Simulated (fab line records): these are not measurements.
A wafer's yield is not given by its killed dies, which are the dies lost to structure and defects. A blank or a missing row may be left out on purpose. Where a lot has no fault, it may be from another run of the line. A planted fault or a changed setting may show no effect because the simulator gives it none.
Which tool did it? | flow nand harc | 36 wafers from 12 lots sampled at 5 of the route's 1302 steps

== WHAT THE GAUGES READ, wafer by wafer ==
NHARC_END_SORT_01. Usual: killed at array 60, standard deviation 21; killed at other 1.0, standard deviation 1.2; killed at periphery 4.2, standard deviation 2.8; killed dies 65, standard deviation 20; killed open 3.1, standard deviation 1.8; killed short 2.6, standard deviation 1.6.
lot  | measured     | on        | killed at array | killed at other | killed at periphery | killed dies | killed open | killed short | flag
L944 | day 26 09:59 | prober-01 | 38 48 48        | 4 3 1           | 3 0 4               | 45 51 53    | 5 3 3       | 1 2 4        |
L951 | day 29 22:07 | prober-01 | 493 36 39       | 0 0 0           | 2 7 7               | 495 43 46   | 4 2 1       | 2 5 2        | OFF
L953 | day 29 14:22 | prober-02 | 36 35 499       | 0 0 0           | 5 2 4               | 41 37 503   | 6 0 1       | 5 6 5        | OFF

== WHICH TOOL RAN EACH LOT (tool, then ch and the chambers of the sampled wafers, then the start) ==
lot  | NHARC_A_STAIRCASE_ETCH_21                     | NHARC_A_STAIRCASE_TRIM_191         | NHARC_A_STAIRCASE_TRIM_193                    | NHARC_A_STAIRCASE_TRIM_196
L940 | rie diel-07 ch 2,3, day 16 07:44 or earlier   | rie diel-08 ch 0,1, day 16 07:44   | rie diel-04 ch 2,3, day 16 08:18              | rie diel-04 ch 0,1, day 16 08:43
L939 | rie diel-08 ch 0,2, day 16 09:11 or earlier   | rie diel-04 ch 1,2,3, day 16 09:11 | rie diel-04 ch 1,2,3, day 16 09:50 or earlier | rie diel-04 ch 0,2,3, day 16 09:50
L942 | rie diel-08 ch 2,3, day 17 15:13 or earlier   | rie diel-07 ch 2,3, day 17 15:13   | rie diel-07 ch 1,2, day 17 15:49 or earlier   | rie diel-07 ch 1,2,3, day 17 15:49
L944 | rie diel-08 ch 0,1, day 18 03:38 or earlier   | rie diel-07 ch 0,1,2, day 18 03:38 | rie diel-07 ch 0,1,3, day 18 05:11 or earlier | rie diel-08 ch 0,1,3, day 18 05:11
L945 | rie diel-07 ch 1,2,3, day 18 16:53 or earlier | rie diel-07 ch 0,1,3, day 18 16:53 | rie diel-07 ch 1,2,3, day 18 17:28 or earlier | rie diel-07 ch 0,1,2, day 18 17:28
L946 | rie diel-04 ch 0,1, day 19 13:04 or earlier   | rie diel-08 ch 0,1,2, day 19 13:04 | rie diel-08 ch 0,1,2, day 19 13:37 or earlier | rie diel-07 ch 0,1, day 19 13:37
L950 | rie diel-08 ch 0,2, day 20 12:46 or earlier   | rie diel-07 ch 0,3, day 20 12:46   | rie diel-07 ch 1,3, day 20 13:26 or earlier   | rie diel-07 ch 1,3, day 20 13:26
L951 | rie diel-08 ch 0,1,3, day 21 07:24 or earlier | rie diel-08 ch 0,2,3, day 21 07:24 | rie diel-08 ch 0,2, day 21 07:58 or earlier   | rie diel-08 ch 2,3, day 21 07:58
L953 | rie diel-04 ch 0,1,3, day 21 13:52 or earlier | rie diel-08 ch 0,1,2, day 21 13:52 | rie diel-08 ch 0,1,3, day 21 14:29 or earlier | rie diel-08 ch 0,2,3, day 21 14:29
L958 | rie diel-07 ch 1,2,3, day 23 16:55 or earlier | rie diel-04 ch 0,2, day 23 16:55   | rie diel-04 ch 0,2, day 23 17:58 or earlier   | rie diel-04 ch 0,2, day 23 17:58
L960 | rie diel-08 ch 0,1, day 24 17:10 or earlier   | rie diel-08 ch 0,3, day 24 17:10   | rie diel-08 ch 0,2,3, day 24 17:45 or earlier | rie diel-08 ch 0,1, day 24 17:45
L961 | rie diel-04 ch 1,3, day 25 11:37 or earlier   | rie diel-08 ch 0,1,2, day 25 11:37 | rie diel-08 ch 0,1, day 25 12:08 or earlier   | rie diel-08 ch 0,3, day 25 12:08
- NHARC_A_STAIRCASE_ETCH_21: etches the open film in C4F8/O2, target depth 100 nm, time 40.5 s.
- NHARC_A_STAIRCASE_TRIM_191: chemistry O2, time 211.2 s.
- NHARC_A_STAIRCASE_TRIM_193: chemistry O2, time 211.2 s.
- NHARC_A_STAIRCASE_TRIM_196: chemistry O2, time 211.2 s.

== AS READ BY THE TOOLS THEMSELVES (means over the sampled wafers that have a number; for cases with no such wafer, the mark the record gives instead) ==
NHARC_A_STAIRCASE_ETCH_21. Usual: oes product au 0.946 a.u., standard deviation 0.015; rf vpp V 897 V, standard deviation 5.
lot  | tool        | oes product au (a.u.) | rf vpp V (V) | flag
L940 | rie diel-07 | 0.943                 | 896          |
L939 | rie diel-08 | 0.940                 | 900          |
L942 | rie diel-08 | 0.950                 | 893          |
L944 | rie diel-08 | 0.957                 | 904          |
L945 | rie diel-07 | 0.945                 | 896          |
L946 | rie diel-04 | 0.937                 | 892          |
L950 | rie diel-08 | 0.950                 | 898          |
L951 | rie diel-08 | 0.940                 | 900          |
L953 | rie diel-04 | 0.952                 | 894          |
L958 | rie diel-07 | 0.934                 | 895          |
L960 | rie diel-08 | 0.965                 | 904          |
L961 | rie diel-04 | 0.952                 | 893          |

NHARC_A_STAIRCASE_TRIM_191. Usual: drypump motor current A 5.65 A, standard deviation 0.3; oes product au 1.000 a.u., standard deviation 0.0074; rf vpp V 57.7 V, standard deviation 0.87; showerhead plenum p Torr 3.56 Torr, standard deviation 0.13; throttle valve pct 17.035 %, standard deviation 0.009.
lot  | tool        | drypump motor current A (A) | oes product au (a.u.) | rf vpp V (V) | showerhead plenum p Torr (Torr) | throttle valve pct (%) | flag
L940 | rie diel-08 | 5.78                        | 1.000                 | 57.4         | 3.44                            | 17.035                 |
L939 | rie diel-04 | 5.30                        | 1.008                 | 57.6         | 3.59                            | 17.041                 |
L942 | rie diel-07 | 5.76                        | 0.994                 | 57.6         | 3.54                            | 17.037                 |
L944 | rie diel-07 | 5.65                        | 0.999                 | 58.5         | 3.55                            | 17.038                 |
L945 | rie diel-07 | 5.78                        | 1.000                 | 57.0         | 3.57                            | 17.036                 |
L946 | rie diel-08 | 5.59                        | 1.001                 | 58.8         | 3.64                            | 17.035                 |
L950 | rie diel-07 | 5.93                        | 0.996                 | 57.5         | 3.60                            | 17.031                 |
L951 | rie diel-08 | 5.49                        | 0.943                 | 58.1         | 3.51                            | 17.026                 | OFF
L953 | rie diel-08 | 5.60                        | 0.943                 | 58.0         | 3.63                            | 17.041                 | OFF
L958 | rie diel-04 | 5.84                        | 0.994                 | 57.8         | 3.58                            | 17.040                 |
L960 | rie diel-08 | 5.58                        | 0.998                 | 57.4         | 3.51                            | 17.036                 |
L961 | rie diel-08 | 5.59                        | 0.999                 | 57.5         | 3.61                            | 17.044                 |

NHARC_A_STAIRCASE_TRIM_193. Usual: drypump motor current A 5.65 A, standard deviation 0.28; oes product au 1.001 a.u., standard deviation 0.0082; rf vpp V 57.9 V, standard deviation 0.9; showerhead plenum p Torr 3.56 Torr, standard deviation 0.13; throttle valve pct 17.037 %, standard deviation 0.0096.
lot  | tool        | drypump motor current A (A) | oes product au (a.u.) | rf vpp V (V) | showerhead plenum p Torr (Torr) | throttle valve pct (%) | flag
L940 | rie diel-04 | 5.66                        | 1.009                 | 58.2         | 3.71                            | 17.040                 |
L939 | rie diel-04 | 5.31                        | 1.001                 | 58.7         | 3.59                            | 17.032                 |
L942 | rie diel-07 | 5.55                        | 0.989                 | 57.4         | 3.48                            | 17.031                 |
L944 | rie diel-07 | 5.76                        | 1.005                 | 58.1         | 3.58                            | 17.033                 |
L945 | rie diel-07 | 5.72                        | 1.000                 | 58.6         | 3.52                            | 17.045                 |
L946 | rie diel-08 | 5.60                        | 1.006                 | 58.1         | 3.64                            | 17.033                 |
L950 | rie diel-07 | 5.86                        | 1.004                 | 57.6         | 3.54                            | 17.038                 |
L951 | rie diel-08 | 5.42                        | 1.005                 | 57.6         | 3.49                            | 17.035                 |
L953 | rie diel-08 | 5.68                        | 0.997                 | 57.3         | 3.65                            | 17.047                 |
L958 | rie diel-04 | 5.83                        | 0.995                 | 56.9         | 3.58                            | 17.038                 |
L960 | rie diel-08 | 5.49                        | 0.996                 | 57.2         | 3.49                            | 17.034                 |
L961 | rie diel-08 | 5.78                        | 0.998                 | 58.6         | 3.75                            | 17.046                 |

NHARC_A_STAIRCASE_TRIM_196. Usual: drypump motor current A 5.6 A, standard deviation 0.33; oes product au 1.000 a.u., standard deviation 0.0078; rf vpp V 58.0 V, standard deviation 0.93; showerhead plenum p Torr 3.56 Torr, standard deviation 0.14; throttle valve pct 17.037 %, standard deviation 0.008.
lot  | tool        | drypump motor current A (A) | oes product au (a.u.) | rf vpp V (V) | showerhead plenum p Torr (Torr) | throttle valve pct (%) | flag
L940 | rie diel-04 | 5.1                         | 1.006                 | 58.0         | 3.43                            | 17.036                 |
L939 | rie diel-04 | 5.6                         | 0.997                 | 58.2         | 3.64                            | 17.038                 |
L942 | rie diel-07 | 5.7                         | 1.004                 | 57.2         | 3.52                            | 17.041                 |
L944 | rie diel-08 | 5.7                         | 1.002                 | 57.7         | 3.66                            | 17.035                 |
L945 | rie diel-07 | 5.6                         | 1.000                 | 57.5         | 3.54                            | 17.031                 |
L946 | rie diel-07 | 5.6                         | 0.998                 | 58.1         | 3.53                            | 17.036                 |
L950 | rie diel-07 | 5.8                         | 0.991                 | 58.2         | 3.54                            | 17.033                 |
L951 | rie diel-08 | 5.5                         | 1.012                 | 57.7         | 3.39                            | 17.040                 |
L953 | rie diel-08 | 5.5                         | 1.005                 | 57.1         | 3.51                            | 17.037                 |
L958 | rie diel-04 | 5.8                         | 0.998                 | 57.4         | 3.65                            | 17.044                 |
L960 | rie diel-08 | 5.8                         | 0.994                 | 58.7         | 3.75                            | 17.037                 |
L961 | rie diel-08 | 5.4                         | 1.007                 | 57.2         | 3.61                            | 17.032                 |

== THE ANSWER, worked out from the rows above alone ==
Rule: lot off if the mean of its wafers having a number is beyond 3 standard deviations from the usual mean. A lot without any number at a reading at which 4 lots or more have one is off too. All remaining lots with rows at the step are treated as sound. First the gauges in route order, then the tools' own readings, where a lot's mean is used as printed above. At the first step where some lot is off, the reading lying furthest off is the one used; lots without a number count as furthest.
Off, at NHARC_END_SORT_01 on killed dies: L951, L953. Neither off nor sound, because the step has no rows for them: L940, L939, L942, L945, L946, L950, L958, L960, L961.
A tool fits if, at a process step before that reading, it ran every lot that is off, and no sound lot after the first of them. Not tried: the gauges at NHARC_END_SORT_01; whatever is off there is also off at NHARC_A_STAIRCASE_TRIM_191, on other tools, and gauge error can't account for it. NHARC_A_STAIRCASE_ETCH_21: start missing for some lots; hours and lot order therefore follow NHARC_A_STAIRCASE_TRIM_191. NHARC_A_STAIRCASE_TRIM_193: start missing for some lots; hours and lot order therefore follow NHARC_A_STAIRCASE_TRIM_196. One fits: rie diel-08 at NHARC_A_STAIRCASE_TRIM_191 and NHARC_A_STAIRCASE_TRIM_193 and NHARC_A_STAIRCASE_TRIM_196. It ran no sound lot before its first lot that is off in this sample, so the start can't be narrowed down.

== WHAT THE SIMULATOR HAD PUT IN ==
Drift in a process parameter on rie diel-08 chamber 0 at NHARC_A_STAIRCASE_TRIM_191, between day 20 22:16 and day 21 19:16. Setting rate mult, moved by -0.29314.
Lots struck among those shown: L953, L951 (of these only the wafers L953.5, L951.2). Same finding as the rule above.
